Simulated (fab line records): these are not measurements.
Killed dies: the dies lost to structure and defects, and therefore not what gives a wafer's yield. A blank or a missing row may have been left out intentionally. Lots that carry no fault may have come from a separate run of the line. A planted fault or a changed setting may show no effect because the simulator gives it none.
Which tool is to blame?	flow n5_finfet	route of 1938 steps, sampled at 1 step: 12 lots, 36 wafers

## WHAT EACH GAUGE READ, for each wafer
N5_BEOL_M8_CD_MEAS_35: the cd target is 40 nm.
lot	measured	on	cd_nm (nm)
L075	day 10 22:15	cd_sem-02	38.8 40.4 40.1
L077	day 11 08:25	cd_sem-02	38.9 38.4 39.0
L079	day 11 20:16	cd_sem-03	41.2 40.2 40.7
L081	day 12 06:28	cd_sem-03	40.6 41.0 40.7
L083	day 12 21:29	cd_sem-01	39.4 39.9 40.0
L086	day 13 07:50	cd_sem-01	39.8 40.8 39.4
L087	day 13 22:36	cd_sem-03	39.5 39.1 39.2
L089	day 14 18:39	cd_sem-03	39.9 40.2 40.2
L091	day 15 02:16	cd_sem-01	39.1 39.7 39.4
L092	day 15 16:59	cd_sem-02	39.2 40.5 40.6
L096	day 16 07:06	cd_sem-03	40.8 41.6 40.3
L097	day 16 13:27	cd_sem-03	40.0 40.0 40.5

## WHICH TOOL RAN EACH LOT (tool, then ch and the chambers of the sampled wafers, then the start)
The record shows no process step preceding these readings.

## THE ANSWER, worked out from the rows above alone
Rule: what is usual is taken from the lots themselves. The widest of any qualifying gaps counts: lots, ordered by their means at a reading, are off when they make up no more than a third of the lots, leave a main group of 4 or more, and stand apart from it by 3 or more times the standard deviation of that group's means. A main group whose means are all the same, to the digits that the tables above print for the reading, isn't used. Also off: a lot with no number at a reading for which 4 or more lots have one. The other lots that the step has rows for count as sound.
Across all readings shown, no lot is off: no conclusion can be drawn from this.

## WHAT THE SIMULATOR HAD INSERTED
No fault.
